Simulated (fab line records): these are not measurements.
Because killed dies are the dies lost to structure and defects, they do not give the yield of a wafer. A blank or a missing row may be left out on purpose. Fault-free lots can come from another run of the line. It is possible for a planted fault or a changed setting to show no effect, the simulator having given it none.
What tool caused it? | flow n5_finfet | at 1 step of a route of 1938, 10 lots with 30 wafers sampled

## WHAT EACH GAUGE READ, for each wafer
N5_PASSIVATION_CD_MEAS_10: target cd 3000 nm.
lot  | measured     | on        | cd_nm (nm)
L971 | day 11 21:20 | cd_sem-02 | 2999.8 2997.7 2996.7
L975 | day 12 14:55 | cd_sem-02 | 2999.0 3000.7 3001.7
L972 | day 12 15:05 | cd_sem-03 | 2998.5 3000.6 2999.9
L977 | day 13 09:36 | cd_sem-01 | 2995.6 2995.3 2996.5
L978 | day 13 19:47 | cd_sem-01 | 3000.4 2996.1 2998.8
L980 | day 14 15:35 | cd_sem-03 | 2997.4 2995.0 2999.5
L983 | day 14 19:11 | cd_sem-02 | 3000.6 2999.8 3003.1
L984 | day 15 05:06 | cd_sem-01 | 2999.6 2999.9 2997.4
L988 | day 16 08:52 | cd_sem-03 | 2998.9 2997.6 3001.8
L989 | day 16 15:39 | cd_sem-01 | 3000.5 3002.5 3004.5

## WHICH TOOL RAN EACH LOT (tool, then ch and the chambers of the sampled wafers, then the start)
There is no process step in the record ahead of these readings.

## THE ANSWER, worked out from the rows above alone
Rule: usual is defined by the lots themselves. Put in order of their means at a reading, lots are off if they are a third of the lots or fewer, leave a main group of 4 or more, and stand apart from it by a gap of 3 or more times the standard deviation of the main group's means; of several such gaps the widest counts. Not used: any main group whose means are identical at the precision the tables above print for the reading. A lot without any number at a reading at which 4 lots or more have one is off too. All remaining lots with rows at the step are treated as sound.
No lot is off on any of the readings shown, so nothing can be concluded from this.

## WHAT THE SIMULATOR HAD PUT IN
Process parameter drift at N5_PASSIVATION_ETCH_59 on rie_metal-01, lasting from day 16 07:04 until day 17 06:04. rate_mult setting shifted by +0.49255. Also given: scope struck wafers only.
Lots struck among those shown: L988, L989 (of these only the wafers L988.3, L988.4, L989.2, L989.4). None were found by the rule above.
